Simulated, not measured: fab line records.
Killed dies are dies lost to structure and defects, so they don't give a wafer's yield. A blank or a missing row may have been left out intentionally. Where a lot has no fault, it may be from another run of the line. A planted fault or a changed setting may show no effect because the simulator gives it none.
8D (eight disciplines) problem report, filled in by code :: flow n5_finfet :: the parts of the form that need people (team, actions taken, sign-off) are left out

1. PROBLEM STATEMENT
Wafers without a fault read 56.98, standard deviation 0.064; exposure_dose_mJ_cm2 at N5_BEOL_M14_EXPOSE_07 reads a mean of 55.96 on 6 wafers belonging to 2 lots. Relative to the usual mean, that is a shift of -16 standard deviations.
The step: exposes mask V13.
Seen first at day 15 16:31 on krf_scanner-01, wafer L469.1. The record holds 33 wafers of 11 lots with a number at this step. The rule behind "out" and "out of limits": a value lying over 4 standard deviations away from the usual mean. The other wafers with a number count as sound.

2. WHAT IT IS AND WHAT IT IS NOT
question: which readings at this step
is: exposure_dose_mJ_cm2
is not: -

question: which lots
is: L469, L470
is not: L454, L457, L459, L460, L461, L462, L463, L473, L474

question: which wafers of those lots
is: all that have a number
is not: -

question: read on which tools
is: krf_scanner-01
is not: krf_scanner-02

question: when
is: from day 15 16:31
is not: up to then (21 sound wafers); but 6 sound wafers of L473, L474 came after

3. WHAT RULES OUT EACH SUSPECT
Counting: a tool stays on the suspect list if, at a process step up to the reading, it processed all lots that are out and no sound lot following the first of them.
- pvd_sputter-03 at N5_BEOL_M13_PRE_CLEAN_42 (time 30 s): ruled out as a lasting fault. Following L469 (day 15 14:48), the first lot on it that is out, the sound lots L473 were run on it.
- krf_scanner-01 at N5_BEOL_M14_EXPOSE_07 (exposes mask V13): kept. All lots that are out passed through it, beginning with L469 at day 15 16:31, and no sound lot followed; its final sound lot before that point was L462 at day 14 04:38. Out on those wafers are its own readings of exposure_dose_mJ_cm2.
After counting, what remains is krf_scanner-01 at N5_BEOL_M14_EXPOSE_07.

4. THE CAUSE (what the simulator had put in)
Process parameters drifting: krf_scanner-01 at N5_BEOL_M14_EXPOSE_07, beginning at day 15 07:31. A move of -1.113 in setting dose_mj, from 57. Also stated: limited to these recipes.
Only this tool survived the counting.

5. SEQUENCE OF EFFECTS, ordered by route
Each row: a reading whose mean over the struck wafers that have a number lies more than 3 standard deviations from the usual. Only readings whose record carries a usual standard deviation are examined. hours: median over the lots of the time between each lot's start at the first step of this table that gives one and its start at this step. sigmas: the change, counted in usual standard deviations.
hours: 0
step: N5_BEOL_M14_EXPOSE_07
reading: exposure_dose_mJ_cm2
usual: 56.98
on struck wafers: 55.96
change: -1.02
sigmas: -16
The process steps in it:
- N5_BEOL_M14_EXPOSE_07: exposes mask V13.

6. WHAT WOULD HAVE CAUGHT IT SOONER
First out-of-limits reading in this record: day 15 16:31, which is 9 hours after fault onset at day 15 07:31.
